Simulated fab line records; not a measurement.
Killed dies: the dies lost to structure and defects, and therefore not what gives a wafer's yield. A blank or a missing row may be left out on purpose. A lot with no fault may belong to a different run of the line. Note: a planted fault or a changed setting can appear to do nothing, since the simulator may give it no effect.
fab line records / flow n5Finfet
record: lots: 11 wafers: 33 lastDay: 19
route steps=1938 shown BEOL_M12@1632 BEOL_M13@1662
lots with no fault: from the same line, run without faults
startH: hours from the record's first day to the start of the lot's first wafer shown / waitH: how many hours have passed since the lot's step before this one / " as in the row above / L1.1+2: a single row standing in for several wafers / - no value, or no start given / * or withheld: withheld / < > ~ a bound
route shown NAME@n: names a module that has steps shown in the file, with the first one's number in the route / usual: mean/standard deviation of fault-free wafers / same: alike in all rows / chamber/n: place in a boat / sites: readings site by site / _std_site: their standard deviation / _edge_site: inner sites' mean taken away from outer sites' mean / radiusMm: how far each site lies from the wafer's centre / mask NAME#n: copy n / behind: tool/chamber where the wafer was last shaped / hold: the reason the lot was held/the length of the hold in hours/how it ended / device: the transistor (n, p or np) that didn't switch / end of line: tests run on the same wafers once the route is complete / for a step that has no rows: nothing shown but its recipe / killed: the dies lost at the first sort to structure and to defects; this is not the yield of the wafer / map: per-die view of a wafer (x killed, . not killed, _ where there is no die)
set.NAME: the run value of the setting; set.NAME@STEP: its run value at that earlier step / model.NAME: the simulator's own value behind a step, which no gauge read
one table for each step of the route and one row for each wafer, over a sample of lots
services: the hour from which a tool's chamber was out of use, counted from the record's first day as startH (under 0 if before that day), plus the number of hours and why
== steps ==
step: N5_BEOL_M12_CD_MEAS_28
recipe: targetCdNm: 160.2 landingEnergyEv: 500 detector: seInlens polarity: opening
usual: cdNm: 160.0/1.3
lot.wafer=L116.1 tool=cdSem-01 chamber=0 startH=258.68 waitH=- cdNm=161.0
lot.wafer=L116.2 tool=cdSem-01 chamber=0 startH=258.68 waitH=- cdNm=161.0
lot.wafer=L116.6 tool=cdSem-01 chamber=0 startH=258.68 waitH=- cdNm=158.2
lot.wafer=L121.2 tool=cdSem-01 chamber=0 startH=330.19 waitH=- cdNm=160.0
lot.wafer=L121.4 tool=cdSem-01 chamber=0 startH=330.19 waitH=- cdNm=158.7
lot.wafer=L121.5 tool=cdSem-01 chamber=0 startH=330.19 waitH=- cdNm=160.5
lot.wafer=L120.1 tool=cdSem-03 chamber=0 startH=331.61 waitH=- cdNm=161.2
lot.wafer=L120.4 tool=cdSem-03 chamber=0 startH=331.61 waitH=- cdNm=161.7
lot.wafer=L120.6 tool=cdSem-03 chamber=0 startH=331.61 waitH=- cdNm=161.8
lot.wafer=L122.1 tool=cdSem-03 chamber=0 startH=340.09 waitH=- cdNm=158.8
lot.wafer=L122.2 tool=cdSem-03 chamber=0 startH=340.09 waitH=- cdNm=160.6
lot.wafer=L122.6 tool=cdSem-03 chamber=0 startH=340.09 waitH=- cdNm=159.9
lot.wafer=L124.2 tool=cdSem-03 chamber=0 startH=357.57 waitH=- cdNm=158.9
lot.wafer=L124.3 tool=cdSem-03 chamber=0 startH=357.57 waitH=- cdNm=159.1
lot.wafer=L124.6 tool=cdSem-03 chamber=0 startH=357.57 waitH=- cdNm=159.4
lot.wafer=L128.1 tool=cdSem-01 chamber=0 startH=370.28 waitH=- cdNm=161.3
lot.wafer=L128.2 tool=cdSem-01 chamber=0 startH=370.28 waitH=- cdNm=162.0
lot.wafer=L128.5 tool=cdSem-01 chamber=0 startH=370.28 waitH=- cdNm=160.7
lot.wafer=L117.3 tool=cdSem-01 chamber=0 startH=379.62 waitH=- cdNm=161.7
lot.wafer=L117.4 tool=cdSem-01 chamber=0 startH=379.62 waitH=- cdNm=159.4
lot.wafer=L117.6 tool=cdSem-01 chamber=0 startH=379.62 waitH=- cdNm=161.9
lot.wafer=L133.1 tool=cdSem-02 chamber=0 startH=407.98 waitH=- cdNm=159.3
lot.wafer=L133.2 tool=cdSem-02 chamber=0 startH=407.98 waitH=- cdNm=158.2
lot.wafer=L133.4 tool=cdSem-02 chamber=0 startH=407.98 waitH=- cdNm=158.3
lot.wafer=L134.2 tool=cdSem-01 chamber=0 startH=414.57 waitH=- cdNm=158.6
lot.wafer=L134.4 tool=cdSem-01 chamber=0 startH=414.57 waitH=- cdNm=159.5
lot.wafer=L134.6 tool=cdSem-01 chamber=0 startH=414.57 waitH=- cdNm=158.9
lot.wafer=L137.2 tool=cdSem-01 chamber=0 startH=414.84 waitH=- cdNm=160.1
lot.wafer=L137.5 tool=cdSem-01 chamber=0 startH=414.84 waitH=- cdNm=160.0
lot.wafer=L137.6 tool=cdSem-01 chamber=0 startH=414.84 waitH=- cdNm=159.6
lot.wafer=L135.1 tool=cdSem-01 chamber=0 startH=416.57 waitH=- cdNm=158.6
lot.wafer=L135.3 tool=cdSem-01 chamber=0 startH=416.57 waitH=- cdNm=158.6
lot.wafer=L135.4 tool=cdSem-01 chamber=0 startH=416.57 waitH=- cdNm=159.0
step: N5_BEOL_M12_ETCH_68
recipe: chemistry: N2/H2 target: SOC maskMaterial: SiARC sourceW: 3000 biasW: 350 tempC: 40 timeS: 285 ionEnergyEv: 200 pressureMtorr: 30 n2FlowSccm: 200 h2FlowSccm: 200
usual: drypumpMotorCurrentA: 6.0/0.51 oesProductAu: 0.80/0.066 rfVppV: 522.8/2.6 showerheadPlenumPTorr: 2.50/0.092 throttleValvePct: 17.77/0.19
lot.wafer=L116.1 tool=rieDiel-03 chamber=2 startH=259.14 waitH=0.1 drypumpMotorCurrentA=6.7 oesProductAu=0.81 rfHoursCounterH=83 rfVppV=525.3 showerheadPlenumPTorr=2.57 throttleValvePct=17.84
lot.wafer=L116.2 tool=rieDiel-03 chamber=3 startH=259.14 waitH=0.1 drypumpMotorCurrentA=5.6 oesProductAu=0.97 rfHoursCounterH=3 rfVppV=524.9 showerheadPlenumPTorr=2.61 throttleValvePct=17.90
lot.wafer=L116.6 tool=rieDiel-03 chamber=2 startH=259.14 waitH=0.1 drypumpMotorCurrentA=6.7 oesProductAu=0.81 rfHoursCounterH=- rfVppV=524.6 showerheadPlenumPTorr=2.57 throttleValvePct=17.85
lot.wafer=L121.2 tool=rieDiel-01 chamber=1 startH=331.11 waitH=0.1 drypumpMotorCurrentA=6.4 oesProductAu=0.79 rfHoursCounterH=98 rfVppV=522.3 showerheadPlenumPTorr=2.48 throttleValvePct=17.60
lot.wafer=L121.4 tool=rieDiel-01 chamber=3 startH=331.11 waitH=0.1 drypumpMotorCurrentA=5.1 oesProductAu=0.71 rfHoursCounterH=- rfVppV=518.2 showerheadPlenumPTorr=2.30 throttleValvePct=17.52
lot.wafer=L121.5 tool=rieDiel-01 chamber=0 startH=331.11 waitH=0.1 drypumpMotorCurrentA=6.2 oesProductAu=0.74 rfHoursCounterH=- rfVppV=520.1 showerheadPlenumPTorr=2.41 throttleValvePct=17.86
lot.wafer=L120.1 tool=rieDiel-01 chamber=1 startH=332.13 waitH=0.1 drypumpMotorCurrentA=6.4 oesProductAu=0.78 rfHoursCounterH=99 rfVppV=522.2 showerheadPlenumPTorr=2.48 throttleValvePct=17.60
lot.wafer=L120.4 tool=rieDiel-01 chamber=0 startH=332.13 waitH=0.1 drypumpMotorCurrentA=6.2 oesProductAu=0.73 rfHoursCounterH=- rfVppV=520.8 showerheadPlenumPTorr=2.41 throttleValvePct=17.86
lot.wafer=L120.6 tool=rieDiel-01 chamber=3 startH=332.13 waitH=0.1 drypumpMotorCurrentA=5.1 oesProductAu=0.71 rfHoursCounterH=- rfVppV=518.1 showerheadPlenumPTorr=2.30 throttleValvePct=17.51
lot.wafer=L122.1 tool=rieDiel-03 chamber=0 startH=340.36 waitH=0.1 drypumpMotorCurrentA=6.0 oesProductAu=0.78 rfHoursCounterH=114 rfVppV=522.3 showerheadPlenumPTorr=2.46 throttleValvePct=18.00
lot.wafer=L122.2 tool=rieDiel-03 chamber=2 startH=340.36 waitH=0.1 drypumpMotorCurrentA=6.7 oesProductAu=0.79 rfHoursCounterH=101 rfVppV=525.1 showerheadPlenumPTorr=2.56 throttleValvePct=17.86
lot.wafer=L122.6 tool=rieDiel-03 chamber=1 startH=340.36 waitH=0.1 drypumpMotorCurrentA=6.5 oesProductAu=0.81 rfHoursCounterH=- rfVppV=525.8 showerheadPlenumPTorr=2.57 throttleValvePct=17.60
lot.wafer=L124.2 tool=rieDiel-03 chamber=2 startH=357.91 waitH=0.1 drypumpMotorCurrentA=6.7 oesProductAu=0.79 rfHoursCounterH=107 rfVppV=524.8 showerheadPlenumPTorr=2.56 throttleValvePct=17.88
lot.wafer=L124.3 tool=rieDiel-03 chamber=3 startH=357.91 waitH=0.1 drypumpMotorCurrentA=5.6 oesProductAu=0.90 rfHoursCounterH=26 rfVppV=524.9 showerheadPlenumPTorr=2.60 throttleValvePct=17.93
lot.wafer=L124.6 tool=rieDiel-03 chamber=0 startH=357.91 waitH=0.1 drypumpMotorCurrentA=6.0 oesProductAu=0.78 rfHoursCounterH=- rfVppV=520.4 showerheadPlenumPTorr=2.46 throttleValvePct=18.01
lot.wafer=L128.1 tool=rieDiel-03 chamber=2 startH=370.65 waitH=0.1 drypumpMotorCurrentA=6.7 oesProductAu=0.79 rfHoursCounterH=112 rfVppV=524.3 showerheadPlenumPTorr=2.56 throttleValvePct=17.89
lot.wafer=L128.2 tool=rieDiel-03 chamber=3 startH=370.65 waitH=0.1 drypumpMotorCurrentA=5.6 oesProductAu=0.90 rfHoursCounterH=31 rfVppV=526.2 showerheadPlenumPTorr=2.60 throttleValvePct=17.94
lot.wafer=L128.5 tool=rieDiel-03 chamber=0 startH=370.65 waitH=0.1 drypumpMotorCurrentA=6.0 oesProductAu=0.78 rfHoursCounterH=- rfVppV=521.4 showerheadPlenumPTorr=2.45 throttleValvePct=18.01
lot.wafer=L117.3 tool=rieDiel-01 chamber=1 startH=379.89 waitH=0.1 drypumpMotorCurrentA=6.4 oesProductAu=0.77 rfHoursCounterH=111 rfVppV=520.7 showerheadPlenumPTorr=2.47 throttleValvePct=17.63
lot.wafer=L117.4 tool=rieDiel-01 chamber=0 startH=379.89 waitH=0.1 drypumpMotorCurrentA=6.3 oesProductAu=0.72 rfHoursCounterH=214 rfVppV=520.7 showerheadPlenumPTorr=2.40 throttleValvePct=17.88
lot.wafer=L117.6 tool=rieDiel-01 chamber=1 startH=379.89 waitH=0.1 drypumpMotorCurrentA=6.5 oesProductAu=0.78 rfHoursCounterH=- rfVppV=520.2 showerheadPlenumPTorr=2.47 throttleValvePct=17.62
lot.wafer=L133.1 tool=rieDiel-03 chamber=0 startH=408.77 waitH=0.1 drypumpMotorCurrentA=6.0 oesProductAu=0.76 rfHoursCounterH=138 rfVppV=521.2 showerheadPlenumPTorr=2.45 throttleValvePct=18.03
lot.wafer=L133.2 tool=rieDiel-03 chamber=3 startH=408.77 waitH=0.1 drypumpMotorCurrentA=5.6 oesProductAu=0.86 rfHoursCounterH=45 rfVppV=525.2 showerheadPlenumPTorr=2.59 throttleValvePct=17.97
lot.wafer=L133.4 tool=rieDiel-03 chamber=1 startH=408.77 waitH=0.1 drypumpMotorCurrentA=6.5 oesProductAu=0.78 rfHoursCounterH=108 rfVppV=523.1 showerheadPlenumPTorr=2.56 throttleValvePct=17.62
lot.wafer=L134.2 tool=rieDiel-03 chamber=2 startH=415.00 waitH=0.1 drypumpMotorCurrentA=6.7 oesProductAu=0.77 rfHoursCounterH=127 rfVppV=523.8 showerheadPlenumPTorr=2.55 throttleValvePct=17.92
lot.wafer=L134.4 tool=rieDiel-03 chamber=3 startH=415.00 waitH=0.1 drypumpMotorCurrentA=5.6 oesProductAu=0.86 rfHoursCounterH=47 rfVppV=524.6 showerheadPlenumPTorr=2.59 throttleValvePct=17.97
lot.wafer=L134.6 tool=rieDiel-03 chamber=0 startH=415.00 waitH=0.1 drypumpMotorCurrentA=6.0 oesProductAu=0.76 rfHoursCounterH=- rfVppV=522.2 showerheadPlenumPTorr=2.45 throttleValvePct=18.05
lot.wafer=L137.2 tool=rieDiel-05 chamber=0 startH=415.45 waitH=0.1 drypumpMotorCurrentA=5.4 oesProductAu=0.77 rfHoursCounterH=128 rfVppV=523.4 showerheadPlenumPTorr=2.55 throttleValvePct=17.73
lot.wafer=L137.5 tool=rieDiel-05 chamber=3 startH=415.45 waitH=0.1 drypumpMotorCurrentA=5.5 oesProductAu=0.81 rfHoursCounterH=- rfVppV=522.2 showerheadPlenumPTorr=2.45 throttleValvePct=17.39
lot.wafer=L137.6 tool=rieDiel-05 chamber=0 startH=415.45 waitH=0.1 drypumpMotorCurrentA=5.4 oesProductAu=0.77 rfHoursCounterH=- rfVppV=525.2 showerheadPlenumPTorr=2.55 throttleValvePct=17.74
lot.wafer=L135.1 tool=rieDiel-01 chamber=0 startH=416.84 waitH=0.1 drypumpMotorCurrentA=6.2 oesProductAu=0.71 rfHoursCounterH=229 rfVppV=521.5 showerheadPlenumPTorr=2.40 throttleValvePct=17.92
lot.wafer=L135.3 tool=rieDiel-01 chamber=3 startH=416.84 waitH=0.1 drypumpMotorCurrentA=5.1 oesProductAu=0.68 rfHoursCounterH=246 rfVppV=516.4 showerheadPlenumPTorr=2.28 throttleValvePct=17.57
lot.wafer=L135.4 tool=rieDiel-01 chamber=1 startH=416.84 waitH=0.1 drypumpMotorCurrentA=6.5 oesProductAu=0.76 rfHoursCounterH=126 rfVppV=520.5 showerheadPlenumPTorr=2.47 throttleValvePct=17.64
step: N5_BEOL_M13_COAT_04
recipe: spinRpm: 1625 resistThkNm: 400
usual: dispensePressureKPa: 53.9/2.3 spinSpeedRpm: 1625.3/1
lot.wafer=L116.1 tool=lithoTrack-03 chamber=0 startH=263.61 waitH=- dispensePressureKPa=55.7 spinSpeedRpm=1626.4
lot.wafer=L116.2 tool=lithoTrack-03 chamber=0 startH=263.61 waitH=- dispensePressureKPa=55.7 spinSpeedRpm=1626.9
lot.wafer=L116.6 tool=lithoTrack-03 chamber=0 startH=263.61 waitH=- dispensePressureKPa=55.7 spinSpeedRpm=1625.8
lot.wafer=L121.2 tool=lithoTrack-03 chamber=0 startH=334.73 waitH=- dispensePressureKPa=55.7 spinSpeedRpm=1625.8
lot.wafer=L121.4 tool=lithoTrack-03 chamber=0 startH=334.73 waitH=- dispensePressureKPa=55.7 spinSpeedRpm=1625.7
lot.wafer=L121.5 tool=lithoTrack-03 chamber=0 startH=334.73 waitH=- dispensePressureKPa=55.6 spinSpeedRpm=1628.5
lot.wafer=L120.1 tool=lithoTrack-03 chamber=0 startH=335.54 waitH=- dispensePressureKPa=55.6 spinSpeedRpm=1627.4
lot.wafer=L120.4 tool=lithoTrack-03 chamber=0 startH=335.54 waitH=- dispensePressureKPa=55.7 spinSpeedRpm=1625.5
lot.wafer=L120.6 tool=lithoTrack-03 chamber=0 startH=335.54 waitH=- dispensePressureKPa=55.6 spinSpeedRpm=1625.6
lot.wafer=L122.1 tool=lithoTrack-04 chamber=0 startH=345.03 waitH=- dispensePressureKPa=55.6 spinSpeedRpm=1626.8
lot.wafer=L122.2 tool=lithoTrack-04 chamber=0 startH=345.03 waitH=- dispensePressureKPa=55.5 spinSpeedRpm=1624.4
lot.wafer=L122.6 tool=lithoTrack-04 chamber=0 startH=345.03 waitH=- dispensePressureKPa=55.6 spinSpeedRpm=1626.5
lot.wafer=L124.2 tool=lithoTrack-04 chamber=0 startH=363.52 waitH=- dispensePressureKPa=55.6 spinSpeedRpm=1624.4
lot.wafer=L124.3 tool=lithoTrack-04 chamber=0 startH=363.52 waitH=- dispensePressureKPa=55.6 spinSpeedRpm=1624.9
lot.wafer=L124.6 tool=lithoTrack-04 chamber=0 startH=363.52 waitH=- dispensePressureKPa=55.6 spinSpeedRpm=1624.8
lot.wafer=L128.1 tool=lithoTrack-04 chamber=0 startH=377.02 waitH=- dispensePressureKPa=55.6 spinSpeedRpm=1626.6
lot.wafer=L128.2 tool=lithoTrack-04 chamber=0 startH=377.02 waitH=- dispensePressureKPa=55.6 spinSpeedRpm=1626.3
lot.wafer=L128.5 tool=lithoTrack-04 chamber=0 startH=377.02 waitH=- dispensePressureKPa=55.6 spinSpeedRpm=1625.7
lot.wafer=L117.3 tool=lithoTrack-02 chamber=0 startH=383.51 waitH=- dispensePressureKPa=50.6 spinSpeedRpm=1627.9
lot.wafer=L117.4 tool=lithoTrack-02 chamber=0 startH=383.51 waitH=- dispensePressureKPa=50.6 spinSpeedRpm=1626.4
lot.wafer=L117.6 tool=lithoTrack-02 chamber=0 startH=383.51 waitH=- dispensePressureKPa=50.6 spinSpeedRpm=1624.9
lot.wafer=L133.1 tool=lithoTrack-04 chamber=0 startH=412.84 waitH=- dispensePressureKPa=55.5 spinSpeedRpm=1573.8
lot.wafer=L133.2 tool=lithoTrack-04 chamber=0 startH=412.84 waitH=- dispensePressureKPa=55.5 spinSpeedRpm=1573.2
lot.wafer=L133.4 tool=lithoTrack-04 chamber=0 startH=412.84 waitH=- dispensePressureKPa=55.5 spinSpeedRpm=1574.5
lot.wafer=L134.2 tool=lithoTrack-04 chamber=0 startH=420.18 waitH=- dispensePressureKPa=55.5 spinSpeedRpm=1572.8
lot.wafer=L134.4 tool=lithoTrack-04 chamber=0 startH=420.18 waitH=- dispensePressureKPa=55.6 spinSpeedRpm=1573.0
lot.wafer=L134.6 tool=lithoTrack-04 chamber=0 startH=420.18 waitH=- dispensePressureKPa=55.5 spinSpeedRpm=1574.1
lot.wafer=L137.2 tool=lithoTrack-03 chamber=0 startH=423.53 waitH=- dispensePressureKPa=55.7 spinSpeedRpm=1623.4
lot.wafer=L137.5 tool=lithoTrack-03 chamber=0 startH=423.53 waitH=- dispensePressureKPa=55.8 spinSpeedRpm=1625.9
lot.wafer=L137.6 tool=lithoTrack-03 chamber=0 startH=423.53 waitH=- dispensePressureKPa=55.7 spinSpeedRpm=1623.3
lot.wafer=L135.1 tool=lithoTrack-02 chamber=0 startH=423.86 waitH=- dispensePressureKPa=50.6 spinSpeedRpm=1625.6
lot.wafer=L135.3 tool=lithoTrack-02 chamber=0 startH=423.86 waitH=- dispensePressureKPa=50.6 spinSpeedRpm=1624.9
lot.wafer=L135.4 tool=lithoTrack-02 chamber=0 startH=423.86 waitH=- dispensePressureKPa=50.6 spinSpeedRpm=1625.8
step: N5_BEOL_M13_CD_MEAS_17
recipe: targetCdNm: 190 polarity: opening
usual: cdNm: 190.8/1.7
lot.wafer=L116.1 tool=cdSem-01 chamber=- startH=264.50 waitH=0.0 cdNm=193.4
lot.wafer=L116.2 tool=cdSem-01 chamber=- startH=264.50 waitH=0.0 cdNm=193.0
lot.wafer=L116.6 tool=cdSem-01 chamber=- startH=264.50 waitH=0.0 cdNm=189.4
lot.wafer=L121.2 tool=cdSem-03 chamber=- startH=336.60 waitH=0.0 cdNm=192.0
lot.wafer=L121.4 tool=cdSem-03 chamber=- startH=336.60 waitH=0.0 cdNm=189.7
lot.wafer=L121.5 tool=cdSem-03 chamber=- startH=336.60 waitH=0.0 cdNm=190.1
lot.wafer=L120.1 tool=cdSem-01 chamber=- startH=337.65 waitH=0.0 cdNm=191.3
lot.wafer=L120.4 tool=cdSem-01 chamber=- startH=337.65 waitH=0.0 cdNm=192.1
lot.wafer=L120.6 tool=cdSem-01 chamber=- startH=337.65 waitH=0.0 cdNm=192.7
lot.wafer=L122.1 tool=cdSem-01 chamber=- startH=346.68 waitH=0.0 cdNm=191.7
lot.wafer=L122.2 tool=cdSem-01 chamber=- startH=346.68 waitH=0.0 cdNm=188.4
lot.wafer=L122.6 tool=cdSem-01 chamber=- startH=346.68 waitH=0.0 cdNm=193.6
lot.wafer=L124.2 tool=cdSem-02 chamber=- startH=364.81 waitH=0.0 cdNm=189.9
lot.wafer=L124.3 tool=cdSem-02 chamber=- startH=364.81 waitH=0.0 cdNm=188.6
lot.wafer=L124.6 tool=cdSem-02 chamber=- startH=364.81 waitH=0.0 cdNm=187.9
lot.wafer=L128.1 tool=cdSem-01 chamber=- startH=377.91 waitH=0.0 cdNm=189.5
lot.wafer=L128.2 tool=cdSem-01 chamber=- startH=377.91 waitH=0.0 cdNm=190.4
lot.wafer=L128.5 tool=cdSem-01 chamber=- startH=377.91 waitH=0.0 cdNm=191.9
lot.wafer=L117.3 tool=cdSem-01 chamber=- startH=384.65 waitH=0.0 cdNm=188.5
lot.wafer=L117.4 tool=cdSem-01 chamber=- startH=384.65 waitH=0.0 cdNm=191.4
lot.wafer=L117.6 tool=cdSem-01 chamber=- startH=384.65 waitH=0.0 cdNm=191.0
lot.wafer=L133.1 tool=cdSem-01 chamber=- startH=413.73 waitH=0.0 cdNm=189.9
lot.wafer=L133.2 tool=cdSem-01 chamber=- startH=413.73 waitH=0.0 cdNm=186.9
lot.wafer=L133.4 tool=cdSem-01 chamber=- startH=413.73 waitH=0.0 cdNm=190.7
lot.wafer=L134.2 tool=cdSem-03 chamber=- startH=421.07 waitH=0.0 cdNm=189.7
lot.wafer=L134.4 tool=cdSem-03 chamber=- startH=421.07 waitH=0.0 cdNm=191.3
lot.wafer=L134.6 tool=cdSem-03 chamber=- startH=421.07 waitH=0.0 cdNm=191.5
lot.wafer=L137.2 tool=cdSem-01 chamber=- startH=424.41 waitH=0.0 cdNm=193.4
lot.wafer=L137.5 tool=cdSem-01 chamber=- startH=424.41 waitH=0.0 cdNm=192.5
lot.wafer=L137.6 tool=cdSem-01 chamber=- startH=424.41 waitH=0.0 cdNm=192.6
lot.wafer=L135.1 tool=cdSem-01 chamber=- startH=424.87 waitH=0.0 cdNm=192.1
lot.wafer=L135.3 tool=cdSem-01 chamber=- startH=424.87 waitH=0.0 cdNm=190.4
lot.wafer=L135.4 tool=cdSem-01 chamber=- startH=424.87 waitH=0.0 cdNm=192.8
== services ==
tool=lithoTrack-02 chamber=- startH=279.12 hours=- kind=consumableReplace:filter
tool=rieDiel-03 chamber=- startH=322.81 hours=14.6 kind=pm
tool=rieDiel-01 chamber=2 startH=329.64 hours=- kind=clean
tool=rieDiel-01 chamber=2 startH=329.64 hours=- kind=consumableReplace:focusRing
tool=rieDiel-01 chamber=2 startH=329.64 hours=14.3 kind=scheduledDown
tool=rieDiel-01 chamber=2 startH=329.64 hours=14.3 kind=ventCycle
tool=lithoTrack-02 chamber=- startH=331.79 hours=- kind=consumableReplace:filter
tool=rieDiel-01 chamber=1 startH=341.15 hours=22.0 kind=repair
tool=rieDiel-05 chamber=2 startH=349.12 hours=1.4 kind=repair
tool=rieDiel-05 chamber=2 startH=372.64 hours=- kind=clean
tool=rieDiel-05 chamber=2 startH=372.64 hours=- kind=consumableReplace:focusRing
tool=rieDiel-05 chamber=2 startH=372.64 hours=15.4 kind=scheduledDown
tool=rieDiel-05 chamber=2 startH=372.64 hours=15.4 kind=ventCycle
tool=rieDiel-05 chamber=3 startH=395.52 hours=5.8 kind=repair
tool=rieDiel-01 chamber=2 startH=422.68 hours=5.6 kind=repair
== key ==
firstSign: step: N5_BEOL_M13_COAT_04 reading: spinSpeedRpm direction: down sigmas: 51 usual: * struck: *
effect none on later readings
metAt N5_BEOL_M13_COAT_04
struckLots L133,L134
notActingAt N5_BEOL_M12_CD_MEAS_28,N5_BEOL_M12_ETCH_68,N5_BEOL_M13_CD_MEAS_17
onsetBetween 377.02 412.84
fault: kind: processParameterDrift tool: lithoTrack-04 chamber: - onsetH: 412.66 steps: N5_BEOL_M13_COAT_04 channel: spinRpm offset: * shape: step endH: 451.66 actsIn: * stated: *
